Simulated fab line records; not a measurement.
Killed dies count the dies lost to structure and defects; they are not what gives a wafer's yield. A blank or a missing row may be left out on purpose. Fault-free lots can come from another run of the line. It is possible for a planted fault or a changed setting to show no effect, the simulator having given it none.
Split-lot study + flow n5_finfet + 39 wafers read across 7 lots, on a route 1938 steps long

## THE SPLIT
At N5_BEOL_M1_VIA_ETCH_34 (etches the open film in C4F6/O2, target depth 67.8 nm, time 64.4 s), the setting time_s was moved away from the recipe's 64.4 s on 15 of the 39 wafers read, by -59.8% to +49.8%. This setting was run at the recipe's value on the other wafers.

The reading is taken at the split's own step.

## THE READING
SOC_of_BEOL_M1_COAT_67.thk_nm (the simulator's own value, which no gauge read), in nm, at N5_BEOL_M1_VIA_ETCH_34 (etches the open film in C4F6/O2, target depth 67.8 nm, time 64.4 s). The file gives no usual value for it. Across the 24 wafers here that went through the recipe, the average is 52.2 nm and the standard deviation 0.27 nm.

| wafer  | tool, chamber at the split | time_s as run, s | against the recipe | SOC_of_BEOL_M1_COAT_67.thk_nm, nm | against lot-mates on the recipe |
|--------|----------------------------|------------------|--------------------|-----------------------------------|---------------------------------|
| L076.1 | rie_diel-01, 0             | 79.94            | +24.1%             | 50.2                              | -1.9                            |
| L076.2 | rie_diel-01, 2             | 64.4             | recipe             | 52.2                              | -                               |
| L076.3 | rie_diel-01, 1             | 64.4             | recipe             | 51.8                              | -                               |
| L076.4 | rie_diel-01, 3             | 79.94            | +24.1%             | 50                                | -2.1                            |
| L076.5 | rie_diel-01, 1             | 79.94            | +24.1%             | 50                                | -2.1                            |
| L076.6 | rie_diel-01, 0             | 64.4             | recipe             | 52.2                              | -                               |
| L078.1 | rie_diel-01, 2             | 64.4             | recipe             | 52.8                              | -                               |
| L078.2 | rie_diel-01, 1             | 64.4             | recipe             | 52.4                              | -                               |
| L078.3 | rie_diel-01, 3             | 96.48            | +49.8%             | 48.6                              | -3.9                            |
| L078.4 | rie_diel-01, 0             | 96.48            | +49.8%             | 48.6                              | -3.9                            |
| L078.5 | rie_diel-01, 1             | 64.4             | recipe             | 52.4                              | -                               |
| L078.6 | rie_diel-01, 0             | 96.48            | +49.8%             | 48.6                              | -3.9                            |
| L080.1 | rie_diel-02, 0             | 35.71            | -44.5%             | 55.8                              | +3.5                            |
| L080.2 | rie_diel-02, 2             | 35.71            | -44.5%             | 55.6                              | +3.3                            |
| L080.3 | rie_diel-02, 1             | 64.4             | recipe             | 52.4                              | -                               |
| L080.4 | rie_diel-02, 3             | 64.4             | recipe             | 52                                | -                               |
| L080.5 | rie_diel-02, 0             | 64.4             | recipe             | 52.4                              | -                               |
| L080.6 | rie_diel-02, 3             | 35.71            | -44.5%             | 55.6                              | +3.3                            |
| L089.1 | rie_diel-05, 2             | 48.81            | -24.2%             | 53.8                              | +1.5                            |
| L089.2 | rie_diel-05, 0             | 48.81            | -24.2%             | 54.2                              | +1.9                            |
| L089.3 | rie_diel-05, 1             | 48.81            | -24.2%             | 54.2                              | +1.9                            |
| L089.4 | rie_diel-05, 3             | 64.4             | recipe             | 52.4                              | -                               |
| L089.5 | rie_diel-05, 1             | 64.4             | recipe             | 52.2                              | -                               |
| L089.6 | rie_diel-05, 0             | 64.4             | recipe             | 52.2                              | -                               |
| L091.3 | rie_diel-01, 1             | 64.4             | recipe             | 52                                | -                               |
| L091.4 | rie_diel-01, 3             | 64.4             | recipe             | 52.2                              | -                               |
| L091.5 | rie_diel-01, 0             | 64.4             | recipe             | 52.4                              | -                               |
| L093.1 | rie_diel-02, 3             | 64.4             | recipe             | 52                                | -                               |
| L093.2 | rie_diel-02, 0             | 64.4             | recipe             | 52.6                              | -                               |
| L093.3 | rie_diel-02, 2             | 64.4             | recipe             | 52.2                              | -                               |
| L093.4 | rie_diel-02, 1             | 25.89            | -59.8%             | 57                                | +4.7                            |
| L093.5 | rie_diel-02, 2             | 25.89            | -59.8%             | 56.8                              | +4.5                            |
| L093.6 | rie_diel-02, 3             | 25.89            | -59.8%             | 56.6                              | +4.3                            |
| L095.1 | rie_diel-01, 2             | 64.4             | recipe             | 51.8                              | -                               |
| L095.2 | rie_diel-01, 0             | 64.4             | recipe             | 52                                | -                               |
| L095.3 | rie_diel-01, 1             | 64.4             | recipe             | 51.8                              | -                               |
| L095.4 | rie_diel-01, 1             | 64.4             | recipe             | 52                                | -                               |
| L095.5 | rie_diel-01, 2             | 64.4             | recipe             | 51.6                              | -                               |
| L095.6 | rie_diel-01, 0             | 64.4             | recipe             | 52                                | -                               |

FIT RESULTS
A straight line over all 39 wafers: SOC_of_BEOL_M1_COAT_67.thk_nm changes by -0.0767 nm for each +1% of time_s; r = -0.99; the points scatter about the line by 0.26 nm.
The same after taking each lot's own level away (the mean of its wafers on the recipe; 39 wafers): -0.0773 nm for each +1%; r = -1.00; scatter 0.17 nm.
That fit puts the effect of the largest move of time_s on the reading at 4.6 nm.
Across the lots, their own levels run from 51.87 to 52.53 nm, a range of 2.4 times the standard deviation given above.
Consequently the slope shifts little with the lot-to-lot level, the two slopes agreeing.
Check: for one of the wafers moved furthest among these (-59.8%), held out of the fit, the line's prediction against its lot-mates is +4.57 nm. Against them it came out at +4.73 nm.

## THE OTHER SPLITS THESE WAFERS WENT THROUGH
Before the reading, these wafers also passed through other splits. Each is held against what the fit with the lots' levels taken away leaves over:
| other split on the same wafers          | wafers away from the commonest value | r with SOC_of_BEOL_M1_COAT_67.thk_nm (lot level and that fit taken away) |
|-----------------------------------------|--------------------------------------|--------------------------------------------------------------------------|
| N5_ZERO_LAYER_DEVELOP_10 develop_time_s | 15                                   | +0.05                                                                    |
| N5_FIN_SAQP_HM_DEP_72 target_thk_a      | 9                                    | -0.01                                                                    |
| N5_DUMMY_GATE_CVD_03 target_thk_a       | 24                                   | +0.07                                                                    |
| N5_GATE_CUT_ALD_22 ald_cycles           | 15                                   | +0.24                                                                    |

## THE WHOLE CHAIN: every reading that the file lists as answering this split, in the file's order
| step                   | what it does                                                       | reading                                                                        | change (the file's fit)                | r (the file's) |
|------------------------|--------------------------------------------------------------------|--------------------------------------------------------------------------------|----------------------------------------|----------------|
| N5_BEOL_M1_VIA_ETCH_34 | etches the open film in C4F6/O2, target depth 67.8 nm, time 64.4 s | etch.depth_nm (the simulator's own value, which no gauge read)                 | +0.678 nm for each +1% of the setting  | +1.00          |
| N5_BEOL_M1_VIA_ETCH_34 | etches the open film in C4F6/O2, target depth 67.8 nm, time 64.4 s | SOC_of_BEOL_M1_COAT_67.thk_nm (the simulator's own value, which no gauge read) | -0.0771 nm for each +1% of the setting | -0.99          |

## FILE'S OWN FIT
SOC_of_BEOL_M1_COAT_67.thk_nm changes by -0.0771 nm for each +1% of time_s, r = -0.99.
